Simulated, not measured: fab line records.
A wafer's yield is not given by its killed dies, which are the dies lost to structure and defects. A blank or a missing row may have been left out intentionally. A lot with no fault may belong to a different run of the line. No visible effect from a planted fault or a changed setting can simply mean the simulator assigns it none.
Split-lot experiment -- flow n5 finfet -- 39 wafers read across 7 lots, on a route 1938 steps long

## ON THE SPLIT
At N5_BEOL_M0_SAQP_PECVD_04 (deposits a-Si from SiH4/He, target thk 60 nm, time 60.2 s), the setting time s was moved away from the recipe's 60.2 s on 15 of the 39 wafers read, by -46.9% to +21.7%. All remaining wafers had this setting at the recipe value.

## FROM THE SPLIT TO THE READING: what the file shows between them, 5 steps
- N5_BEOL_M0_SAQP_THK_MEAS_05
- N5_BEOL_M0_SAQP_HM_DEP_111: deposits SiO2 from SiH4/N2O, target thk 12 nm, time 7.2 s
- N5_BEOL_M0_SAQP_COAT_81: time 60 s, resist thk 100 nm
- N5_BEOL_M0_SAQP_HM_OPEN_112: chemistry CHF3/O2, target SiO2, stops on a-Si, target depth 12 nm, time 13.5 s
- N5_BEOL_M0_SAQP_STRIP_113: strips in CHF3/O2

## THE READING
oes product au, in a.u., at N5_BEOL_M0_SAQP_MANDREL_ETCH_20 (etches a-Si in HBr/Cl2, stops on SiNx, target depth 60 nm, bt time 10 s, time 30 s). On this fab line, fault-free wafers typically give 0.775 a.u. with a standard deviation of 0.013 a.u.

wafer,"tool, chamber at the split","time s as run, s",against the recipe,"oes product au, a.u.",against lot-mates on the recipe
L077.1,"pecvd-01, 0,1",60.2,recipe,0.775,-
L077.2,"pecvd-01, 0,1",60.2,recipe,0.784,-
L077.3,"pecvd-01, 2",60.2,recipe,0.796,-
L077.4,"pecvd-01, 0",60.2,recipe,0.777,-
L077.5,"pecvd-01, 2,1",60.2,recipe,0.806,-
L077.6,"pecvd-01, 2,1",60.2,recipe,0.771,-
L083.1,"pecvd-03, 1",31.99,-46.9%,0.551,-0.229
L083.2,"pecvd-03, 0",60.2,recipe,0.757,-
L083.3,"pecvd-03, 2",60.2,recipe,0.798,-
L083.4,"pecvd-03, 1",31.99,-46.9%,0.554,-0.226
L083.5,"pecvd-03, 2",31.99,-46.9%,0.566,-0.214
L083.6,"pecvd-03, 0",60.2,recipe,0.784,-
L086.1,"pecvd-03, 2",60.2,recipe,0.775,-
L086.2,"pecvd-03, 0",48.46,-19.5%,0.686,-0.091
L086.3,"pecvd-03, 1",48.46,-19.5%,0.669,-0.108
L086.4,"pecvd-03, 2",48.46,-19.5%,0.707,-0.070
L086.5,"pecvd-03, 1",60.2,recipe,0.788,-
L086.6,"pecvd-03, 0",60.2,recipe,0.768,-
L090.1,"pecvd-02, 0",60.2,recipe,0.755,-
L090.2,"pecvd-02, 2",49.16,-18.3%,0.679,-0.095
L090.3,"pecvd-02, 1",49.16,-18.3%,0.688,-0.086
L090.4,"pecvd-02, 1",60.2,recipe,0.800,-
L090.5,"pecvd-02, 2",60.2,recipe,0.767,-
L090.6,"pecvd-02, 0",49.16,-18.3%,0.681,-0.093
L092.1,"pecvd-02, 0",49.83,-17.2%,0.684,-0.100
L092.2,"pecvd-02, 1",60.2,recipe,0.777,-
L092.3,"pecvd-02, 2",60.2,recipe,0.779,-
L092.4,"pecvd-02, 2",60.2,recipe,0.795,-
L092.5,"pecvd-02, 1,0",49.83,-17.2%,0.697,-0.087
L092.6,"pecvd-02, 1,0",49.83,-17.2%,0.703,-0.081
L094.1,"pecvd-03, 1",73.24,+21.7%,0.853,+0.079
L094.2,"pecvd-03, 2",60.2,recipe,0.775,-
L094.3,"pecvd-03, 1",73.24,+21.7%,0.889,+0.115
L094.4,"pecvd-03, 2",73.24,+21.7%,0.883,+0.109
L094.5,"pecvd-03, 1,2",60.2,recipe,0.786,-
L094.6,"pecvd-03, 1,2",60.2,recipe,0.762,-
L096.3,"pecvd-01, 2",60.2,recipe,0.784,-
L096.4,"pecvd-01, 2",60.2,recipe,0.770,-
L096.5,"pecvd-01, 1",60.2,recipe,0.764,-
If several chambers appear in one row, that row covers several wafers at once and the file leaves open which wafer was in which chamber.

FIT RESULTS
A straight line over all 39 wafers: oes product au changes by +0.00472 a.u. for each +1% of time s; r = +0.99; the points scatter about the line by 0.013 a.u.
The same after taking each lot's own level away (the mean of its wafers on the recipe; 39 wafers): +0.00476 a.u. for each +1%; r = +0.99; scatter 0.013 a.u.
The reading moves by 0.22 a.u. for the largest change in time s, on that fit.
From 0.7727 to 0.7848 a.u.: that is the span of the lots' own levels, equal to 0.9 times the standard deviation above.
Hence the lot-to-lot level has little effect on the slope; both slopes agree.
Check: for one of the wafers moved furthest among these (-46.9%), held out of the fit, the line's prediction against its lot-mates is -0.223 a.u. Against them it came out at -0.229 a.u.

## THE WHOLE CHAIN: every reading that the file lists as answering this split, in the file's order
step,what it does,reading,change (the file's fit),r (the file's)
N5_BEOL_M0_SAQP_PECVD_04,"deposits a-Si from SiH4/He, target thk 60 nm, time 60.2 s","a-Si_of_BEOL_M0_SAQP_PECVD_04.thk nm (the simulator's own value, which no gauge read)",+0.596 nm for each +1% of the setting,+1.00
N5_BEOL_M0_SAQP_THK_MEAS_05,,thk nm,withheld for each +1% of the setting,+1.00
N5_BEOL_M0_SAQP_MANDREL_ETCH_20,"etches a-Si in HBr/Cl2, stops on SiNx, target depth 60 nm, bt time 10 s, time 30 s",oes product au,+0.00478 a.u. for each +1% of the setting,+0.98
N5_BEOL_M0_SAQP_MANDREL_ETCH_20,"etches a-Si in HBr/Cl2, stops on SiNx, target depth 60 nm, bt time 10 s, time 30 s","etch.depth nm (the simulator's own value, which no gauge read)",+0.596 nm for each +1% of the setting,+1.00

## THE FILE'S OWN FIT
oes product au changes by +0.00478 a.u. for each +1% of time s, r = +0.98.
